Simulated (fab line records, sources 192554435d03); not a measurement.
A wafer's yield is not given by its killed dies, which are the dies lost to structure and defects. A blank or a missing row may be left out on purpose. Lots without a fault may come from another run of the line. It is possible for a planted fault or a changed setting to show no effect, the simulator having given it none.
Matching of chambers / flow n5 finfet / N5_BEOL_M12_DEP_53 on pecvd-02 has 3 sister chambers
The step deposits SiCN from 3MS/NH3, target thk 30 nm, time 10.5 s. 6 wafers are shown with their chamber, then 7 later ones without.

EACH WAFER AND ITS CHAMBER
wafer=L081.5; chamber=1; throttle valve pct (%)=19.0; showerhead plenum p Torr (Torr)=4.153
wafer=L082.2; chamber=2; throttle valve pct (%)=17.6; showerhead plenum p Torr (Torr)=4.107
wafer=L082.4; chamber=2; throttle valve pct (%)=17.4; showerhead plenum p Torr (Torr)=4.115
wafer=L082.5; chamber=0; throttle valve pct (%)=17.5; showerhead plenum p Torr (Torr)=4.163
wafer=L091.1; chamber=1; throttle valve pct (%)=19.0; showerhead plenum p Torr (Torr)=4.145
wafer=L091.3; chamber=0; throttle valve pct (%)=17.7; showerhead plenum p Torr (Torr)=4.178

WAFERS MISSING THEIR CHAMBER
wafer=L091.6; throttle valve pct (%)=19.0; showerhead plenum p Torr (Torr)=4.151
wafer=L095.2; throttle valve pct (%)=17.6; showerhead plenum p Torr (Torr)=4.161
wafer=L095.3; throttle valve pct (%)=17.6; showerhead plenum p Torr (Torr)=4.107
wafer=L095.6; throttle valve pct (%)=17.7; showerhead plenum p Torr (Torr)=4.177
wafer=L096.4; throttle valve pct (%)=19.0; showerhead plenum p Torr (Torr)=4.151
wafer=L096.5; throttle valve pct (%)=17.8; showerhead plenum p Torr (Torr)=4.105
wafer=L096.6; throttle valve pct (%)=19.1; showerhead plenum p Torr (Torr)=4.151

WHICH CHAMBER EACH ONE RAN IN
wafer=L091.6; from the rows above=1; in truth=1
wafer=L095.2; from the rows above=0; in truth=0
wafer=L095.3; from the rows above=2; in truth=2
wafer=L095.6; from the rows above=0; in truth=0
wafer=L096.4; from the rows above=1; in truth=1
wafer=L096.5; from the rows above=2; in truth=2
wafer=L096.6; from the rows above=1; in truth=1
Correct placement for 7 of the 7. From these rows, 0 cannot be placed. Number placed wrongly: 0.
How it was worked out, from the rows above alone: a wafer's distance from a chamber is the root of the sum, over the readings, of the square of ((its reading less the chamber's mean) divided by the reading's scatter). If the next closest chamber is less than 2 further off than the closest, the wafer can't be placed; otherwise it belongs to the closest. For every chamber, the mean is computed from those of its wafers that are shown. How the scatter is found: for the shown wafers, subtract from each reading the mean of its chamber, square and add these, divide the total by (wafers less chambers), then take the root.
